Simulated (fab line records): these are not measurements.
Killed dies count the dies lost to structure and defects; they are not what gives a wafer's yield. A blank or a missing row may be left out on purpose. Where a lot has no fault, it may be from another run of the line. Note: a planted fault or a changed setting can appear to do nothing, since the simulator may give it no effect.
A single fault, viewed from 2 desks    flow nand-harc    each desk holds nothing but its own numbers, with what lay behind them at the end

TOOL OWNER'S DESK, pecvd-onon-01
The tool's own readings at NHARC_A_ONON_D2_DEP_00 (target thk 1000 nm): means of the sampled wafers that have a number, for each lot that ran on this tool. Marked OUT: a lot whose mean sits more than 4 standard deviations from the usual mean, which makes it out of limits; the brackets give that distance.
Columns: A = nh3-flow-sccm at NHARC_A_ONON_D2_DEP_00, usual 500.0 sccm
lot   first seen here  A
L670  day 12 19:54     500.8
L671  day 13 09:38     501.3
L673  day 14 12:14     499.7
L674  day 14 18:43     499.6
L684  day 19 04:33     499.1
L685  day 19 10:05     500.3
Finding of this desk: none of the 6 lots has anything out of limits.

AT THE METROLOGY DESK
Lot by lot, what the gauges showed, no matter which tool ran the lot: averages of those sampled wafers that carry a number. Marked OUT: a lot whose mean sits more than 4 standard deviations from the usual mean, which makes it out of limits; the brackets give that distance.
Columns: A = cd-nm at NHARC_A_CHANNEL_HOLE_D1_CD_MEAS_30, usual 90.4 nm; B = thk-nm at NHARC_A_ONON_D2_THK_MEAS_02, usual 999 nm
lot   first seen here  A     B
L668  day 8 21:39      89.7  988
L669  day 9 12:37      90.1  996
L670  day 9 14:56      90.4  995
L671  day 9 21:25      91.5  992
L672  day 10 12:17     90.5  981
L673  day 10 18:49     91.1  1015
L674  day 11 02:22     89.6  1004
L684  day 15 14:50     90.1  906 (-9.3) OUT
L685  day 16 00:37     90.8  932 (-6.7) OUT
L686  day 16 09:20     90.7  1002
L689  day 17 21:20     91.8  1007
This desk's finding: out of limits on L684, L685; first on L684, day 19 05:00 (thk-nm at NHARC_A_ONON_D2_THK_MEAS_02). Within limits: L668, L669, L670, L671, L672, L673, L674, L686, L689.

TAKEN TOGETHER
At day 19 05:00 the metrology desk could have sounded an alarm, on L684, L685.
The tool owner's desk saw nothing out of limits.
The tool owner's desk has L684, L685 on record, within its limits.
On pecvd-onon-01, each named lot ran NHARC_A_ONON_D2_DEP_00.

WHAT HAD BEEN PUT IN BY THE SIMULATOR
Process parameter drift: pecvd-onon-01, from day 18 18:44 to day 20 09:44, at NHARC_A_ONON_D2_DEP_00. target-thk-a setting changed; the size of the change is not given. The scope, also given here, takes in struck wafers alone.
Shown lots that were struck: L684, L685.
Delay in hours, fault start to first out-of-limits reading, per desk: metrology desk 10.
